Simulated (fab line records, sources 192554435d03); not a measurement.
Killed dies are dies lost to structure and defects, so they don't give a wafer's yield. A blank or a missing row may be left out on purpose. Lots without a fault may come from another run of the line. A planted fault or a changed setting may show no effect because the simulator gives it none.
Chamber matching | flow n5_finfet | N5_BEOL_M11_VIA_ETCH_34 on rie_diel-02: 4 sister chambers
The step etches SiCOH lowk in C4F6/O2, target depth 184.5 nm, time 69.2 s. 4 wafers are shown with their chamber, then 9 later ones without.

WAFERS WITH THEIR CHAMBER
wafer  | chamber | rf_vpp_V (V)
L316.1 | 3       | 656
L316.5 | 0       | 660
L317.4 | 1       | 666
L317.5 | 2       | 696

WAFERS WITHOUT THEIR CHAMBER
wafer  | rf_vpp_V (V)
L322.2 | 659
L322.4 | 666
L322.6 | 667
L305.2 | 666
L305.3 | 660
L305.5 | 666
L325.1 | 696
L325.3 | 667
L325.4 | 660

WHICH CHAMBER EACH WENT THROUGH
wafer  | from the rows above | in truth
L322.2 | 0                   | 0
L322.4 | 1                   | 1
L322.6 | 1                   | 1
L305.2 | 1                   | 1
L305.3 | 0                   | 0
L305.5 | 1                   | 1
L325.1 | 2                   | 2
L325.3 | 1                   | 1
L325.4 | 0                   | 0
Placed correctly: 9 of 9. Can't be placed from these rows: 0. Placed wrongly: 0.
How it was worked out, from the rows above alone: a wafer's distance from a chamber is the root of the sum, over the readings, of the square of ((its reading less the chamber's mean) divided by the reading's scatter). The wafer belongs to the nearest chamber; if the next one is less than 2 further off, it can't be placed. A chamber's mean is the mean of its shown wafers. The scatter: with one shown wafer a chamber, the root of the mean of the squares of how far each hidden wafer lies from its nearest shown one.
